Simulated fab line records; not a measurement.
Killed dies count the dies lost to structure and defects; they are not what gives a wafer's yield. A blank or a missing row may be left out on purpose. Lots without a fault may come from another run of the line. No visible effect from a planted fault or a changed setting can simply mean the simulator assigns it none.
Which tool is to blame?	flow n5_finfet	10 lots with 30 wafers sampled at 3 steps, on a route of 1938 steps

WHAT THE GAUGES READ, wafer by wafer
N5_BEOL_M12_INSPECT_12: inspects for defects (macro).
lot	measured	on	raw_defect_count
L702	day 11 06:32	defect_inspect-01	5 2 1
L705	day 11 10:42	defect_inspect-01	4 1 3
L708	day 12 12:34	defect_inspect-01	2 3 4
L711	day 13 06:20	defect_inspect-02	259 261 269
L710	day 13 14:20	defect_inspect-02	233 269 271
L717	day 14 19:12	defect_inspect-01	3 2 4
L721	day 16 05:58	defect_inspect-01	1 0 4
L722	day 16 06:45	defect_inspect-02	1 0 3
L724	day 16 06:58	defect_inspect-01	2 2 1
L723	day 16 17:16	defect_inspect-01	1 3 0

EACH LOT AND THE TOOL THAT RAN IT (in order: tool; ch and the chambers of the sampled wafers; start)
lot	N5_BEOL_M11_STRIP_36	N5_BEOL_M12_ILD_DEP_00
L702	rie_diel-05 ch 1,2,3, day 11 02:53	pecvd-03 ch 0,2, day 11 06:03
L705	rie_diel-04 ch 0,3, day 11 06:56	pecvd-01 ch 0,1,2, day 11 10:05
L708	rie_diel-04 ch 0,1,3, day 12 08:25	pecvd-04 ch 0,1,2, day 12 11:56
L711	rie_diel-05 ch 1,2, day 13 02:03	pecvd-04 ch 1,2, day 13 05:51
L710	rie_diel-05 ch 0,1,2, day 13 10:37	pecvd-04 ch 1,2, day 13 13:43
L717	rie_diel-03 ch 0,2,3, day 14 14:49	pecvd-03 ch 0,1,2, day 14 18:35
L721	rie_diel-03 ch 0,1,3, day 16 02:23	pecvd-04 ch 0,2, day 16 05:22
L722	rie_diel-03 ch 0,2,3, day 16 02:55	pecvd-01 ch 0,2, day 16 06:16
L724	rie_diel-05 ch 0,2, day 16 03:14	pecvd-04 ch 0,1,2, day 16 06:29
L723	rie_diel-05 ch 0,1,3, day 16 13:41	pecvd-04 ch 1,2, day 16 16:47
- N5_BEOL_M11_STRIP_36: strips in N2/H2.
- N5_BEOL_M12_ILD_DEP_00: deposits SiOC from DEMS/O2, target thk 658.92 nm, time 130.7 s.

THE ANSWER, worked out from the rows above alone
Rule: the usual values come from the lots themselves. Put in order of their means at a reading, lots are off if they are a third of the lots or fewer, leave a main group of 4 or more, and stand apart from it by a gap of 3 or more times the standard deviation of the main group's means; of several such gaps the widest counts. If all means in a main group match to the digits the tables above print for the reading, that group is not used. Also off: a lot with no number at a reading for which 4 or more lots have one. The other lots that the step has rows for count as sound.
Off: L711, L710, at N5_BEOL_M12_INSPECT_12 (raw_defect_count). For the main group the mean is 2.2 and the standard deviation 0.69.
If a tool, at a process step before that reading, ran all the lots that are off and no sound lot after the first of them, it fits. Gauges at N5_BEOL_M12_INSPECT_12: tried the same way as those tools. Of those tried, none fits.

WHAT HAD BEEN PUT IN BY THE SIMULATOR
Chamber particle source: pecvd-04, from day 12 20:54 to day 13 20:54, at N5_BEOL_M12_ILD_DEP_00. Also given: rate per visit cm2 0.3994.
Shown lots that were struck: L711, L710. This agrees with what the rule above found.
